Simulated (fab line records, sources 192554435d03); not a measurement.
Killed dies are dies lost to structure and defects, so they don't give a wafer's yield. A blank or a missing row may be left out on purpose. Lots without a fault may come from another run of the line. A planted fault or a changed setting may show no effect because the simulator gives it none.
Split-lot experiment | flow n5_finfet | 7 lots, 21 wafers read, on a route of 1938 steps

THE SPLIT
At N5_BEOL_M9_ILD_DEP_00 (deposits SiCOH lowk from DEMS/porogen, target thk 308.51 nm, time 58 s), the setting time_s was moved away from the recipe's 58 s on 9 of the 21 wafers read, by -13.5% to +9.4%. The other wafers ran this setting at the recipe's value.

FROM THE SPLIT TO THE READING: what the file shows between them, 1 step
- N5_BEOL_M9_CURE_71: cures SiCOH lowk, time 240 s

THE READING
M9_ILD_THK, in nm, at N5_BEOL_M9_THK_MEAS_01. Fault-free wafers of this fab line usually give 268 nm, standard deviation 4.4 nm.

wafer  | tool, chamber at the split | time_s as run, s | against the recipe | M9_ILD_THK, nm | against lot-mates on the recipe
L084.3 | pecvd-01, 1                | 58               | recipe             | 257            | -
L084.4 | pecvd-01, 2                | 58               | recipe             | 268            | -
L084.5 | pecvd-01, 1                | 58               | recipe             | 260            | -
L090.1 | pecvd-03, 0                | 58               | recipe             | 265            | -
L090.2 | pecvd-03, 2                | 51.69            | -10.9%             | 237            | -28
L090.5 | pecvd-03, 0                | 51.69            | -10.9%             | 239            | -26
L088.1 | pecvd-03, 0                | 58               | recipe             | 264            | -
L088.4 | pecvd-03, 0                | 58               | recipe             | 268            | -
L088.5 | pecvd-03, 0                | 58               | recipe             | 269            | -
L087.1 | pecvd-04, 1                | 58               | recipe             | 263            | -
L087.5 | pecvd-04, 1                | 63.48            | +9.4%              | 290            | +27
L087.6 | pecvd-04, 2                | 63.48            | +9.4%              | 297            | +34
L096.3 | pecvd-04, 2                | 58               | recipe             | 266            | -
L096.5 | pecvd-04, 2                | 58               | recipe             | 269            | -
L096.6 | pecvd-04, 0                | 58               | recipe             | 267            | -
L093.2 | pecvd-03, 1                | 62.03            | +6.9%              | 280            | no lot-mate on the recipe
L093.4 | pecvd-03, 0                | 62.03            | +6.9%              | 293            | no lot-mate on the recipe
L093.5 | pecvd-03, 2                | 62.03            | +6.9%              | 292            | no lot-mate on the recipe
L095.1 | pecvd-01, 2                | 50.17            | -13.5%             | 236            | -33
L095.2 | pecvd-01, 0                | 58               | recipe             | 269            | -
L095.5 | pecvd-01, 2                | 50.17            | -13.5%             | 242            | -27

THE FIT
A straight line over all 21 wafers: M9_ILD_THK changes by +2.53 nm for each +1% of time_s; r = +0.96; the points scatter about the line by 5 nm.
The same after taking each lot's own level away (the mean of its wafers on the recipe; 18 wafers): +2.58 nm for each +1%; r = +0.98; scatter 3.7 nm.
On that fit, the largest move of time_s shifts the reading by 35 nm.
The lots' own levels span 261.7 to 269.0 nm, that is 1.7 times the standard deviation above.
So the lot-to-lot level changes the slope little: the two slopes agree.
Check: with one of the wafers moved furthest among these (-13.5%) left out of the fit, the line predicts -33.7 nm for it against its lot-mates. It came out at -33 nm against them.

THE WHOLE CHAIN: every reading that the file lists as answering this split, in the file's order
step                   | what it does                                                           | reading                                                                                  | change (the file's fit)              | r (the file's)
N5_BEOL_M9_ILD_DEP_00  | deposits SiCOH lowk from DEMS/porogen, target thk 308.51 nm, time 58 s | SiCOH_lowk_of_BEOL_M9_ILD_DEP_00.thk_nm (the simulator's own value, which no gauge read) | +2.87 nm for each +1% of the setting | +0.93
N5_BEOL_M9_CURE_71     | cures SiCOH lowk, time 240 s                                           | SiCOH_lowk_of_BEOL_M9_ILD_DEP_00.thk_nm (the simulator's own value, which no gauge read) | +2.54 nm for each +1% of the setting | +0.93
N5_BEOL_M9_THK_MEAS_01 |                                                                        | M9_ILD_THK                                                                               | +2.53 for each +1% of the setting    | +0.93

THE FILE'S OWN FIT
M9_ILD_THK changes by +2.53 nm for each +1% of time_s, r = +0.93.
